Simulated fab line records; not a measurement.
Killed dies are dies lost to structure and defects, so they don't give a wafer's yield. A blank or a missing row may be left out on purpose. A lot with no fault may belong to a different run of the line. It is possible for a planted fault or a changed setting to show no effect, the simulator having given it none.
Comparing a struck lot with a sound one ; flow nand_harc ; 14 out of 1302 route steps
Sound: the wafers L602.1, L602.2, L602.4. Wafers struck: L604.1, L604.4, L604.5. The cause comes at the end.
Per side, at each step with rows, come the tool, then ch with its chambers, and then its first start. Under that, the readings that differ: sound wafers ; struck wafers ; difference of the means ; sigmas: that difference in standard deviations of wafers without a fault.
alike: readings whose means differ by less than 2 such deviations, and words and numbers that are the same on both sides. not compared: withheld readings, readings that some wafer has no value for, bounds like >300 that may hide the same value, and numbers for which the record gives no deviation and whose values overlap.
The two part at a step that has a row with sigmas, a row that says differs or no value, or rows on one side only. Numbers that have no deviation but don't overlap get no sigmas and don't part them. A reading that every wafer of one side lacks parts them only if that side has two wafers or more.

first, 8 steps without rows for these wafers: NHARC_A_SGD_CUT_COAT_56 (time 75 s); NHARC_A_SGD_CUT_COAT_57 (time 65 s); NHARC_A_SGD_CUT_COAT_03 (resist thk 90 nm); NHARC_A_SGD_CUT_SOFTBAKE_04 (time 55 s); NHARC_A_SGD_CUT_EBR_05; NHARC_A_SGD_CUT_EXPOSE_06 (exposes mask SGD); NHARC_A_SGD_CUT_PEB_07 (peb time 65 s); NHARC_A_SGD_CUT_DEVELOP_08 (develop time 35 s).
NHARC_A_SGD_CUT_CD_MEAS_09: the cd target is 100 nm.
  sound on cd_sem-01 ch 0, day 25 04:07; struck on cd_sem-02 ch 0, day 26 10:02
  alike: cd_nm
NHARC_A_SGD_CUT_OVL_MEAS_10:
  sound: overlay-02 at day 25 04:12; struck: overlay-01 at day 26 10:08
reading;sound;struck;difference;sigmas
overlay_y_nm (nm);1.7 1.6 1.3;-0.9 -0.7 -0.5;-2.2;-3
  alike: overlay_x_nm
NHARC_A_SGD_CUT_INSPECT_11:
  sound: defect_inspect-01 at day 25 04:14; struck: defect_inspect-02 at day 26 10:11
  alike: raw_defect_count
NHARC_A_SGD_CUT_DESCUM_14: chemistry O2, time 3 s.
  sound on rie_diel-07 ch 0,1,3, day 25 04:18; struck on rie_diel-05 ch 0,1,3, day 26 10:16
reading;sound;struck;difference;sigmas
oes_product_au (a.u.);1.029 1.034 0.999;0.992 1.000 0.977;-0.031;-2
  alike: drypump_motor_current_A, mfc_ar_sccm, o2_flow_sccm, rf_vpp_V, showerhead_plenum_p_Torr, throttle_valve_pct
  not compared: rf_hours_counter_h
NHARC_A_SGD_CUT_ETCH_58: etches the open film in CF4, target depth 39 nm, time 65 s.
  sound on rie_diel-07 ch 0,1,3, day 25 04:23; struck on rie_diel-05 ch 2,3, day 26 10:20
  no value came back on the struck wafers for any of 9 readings (bias_w (W), cf4_flow_sccm (sccm) and others); on the sound wafers bias_w (W) reads 99.82 99.90 100.16
NHARC_A_SGD_CUT_ETCH_59: etches the open film in N2/H2, target depth 260 nm, time 406.25 s.
  sound on rie_diel-07 ch 0,1,2; struck on rie_diel-05 ch 1,2, day 26 10:25
  alike: bias_w, chamber_pressure_mTorr, drypump_motor_current_A, mfc_ar_sccm, oes_product_au, rf_vpp_V, showerhead_plenum_p_Torr, throttle_valve_pct
  not compared: rf_hours_counter_h

== WHERE THEY PART ==
At NHARC_A_SGD_CUT_OVL_MEAS_10 first; at NHARC_A_SGD_CUT_ETCH_58 last (within this record only). Later steps at which nothing parts them and some readings are alike: NHARC_A_SGD_CUT_ETCH_59.

WHY: whatever the simulator had introduced
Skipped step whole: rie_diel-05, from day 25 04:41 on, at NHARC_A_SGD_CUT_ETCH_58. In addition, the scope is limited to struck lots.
